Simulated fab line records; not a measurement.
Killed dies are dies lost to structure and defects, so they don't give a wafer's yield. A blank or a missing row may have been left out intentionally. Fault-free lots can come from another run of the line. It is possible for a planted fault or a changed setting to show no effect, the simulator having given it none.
Chamber matching | flow n5-finfet | 3 sister chambers for N5_BEOL_M0_SAQP_PECVD_00 on pecvd-04
The step deposits SiCN from 3MS/NH3, target thk 8 nm, time 14 s. 3 wafers are shown with their chamber, then 7 later ones without.

WAFERS PAIRED WITH THEIR CHAMBERS
wafer  | chamber | throttle-valve-pct (%)
L684.5 | 0       | 9.0
L684.6 | 2       | 8.3
L685.4 | 1       | 9.6

WAFERS WITH NO CHAMBER GIVEN
wafer  | throttle-valve-pct (%)
L685.5 | 9.0
L694.2 | 9.6
L694.4 | 8.4
L694.6 | 9.0
L695.1 | 8.3
L695.2 | 9.0
L695.5 | 9.1

EACH ONE'S CHAMBER
wafer  | from the rows above | in truth
L685.5 | 0                   | 0
L694.2 | 1                   | 1
L694.4 | 2                   | 2
L694.6 | 0                   | 0
L695.1 | 2                   | 2
L695.2 | 0                   | 0
L695.5 | 0                   | 0
Correctly placed: 7 of 7. Number that these rows cannot place: 0. Placed wrongly: 0.
How it was worked out, from the rows above alone: a wafer's distance from a chamber is the root of the sum, over the readings, of the square of ((its reading less the chamber's mean) divided by the reading's scatter). The wafer belongs to the nearest chamber; if the next one is less than 2 further off, it can't be placed. A chamber's mean is the mean of its shown wafers. The scatter: root of mean squared gap, hidden wafer to nearest shown wafer, with one shown wafer a chamber.
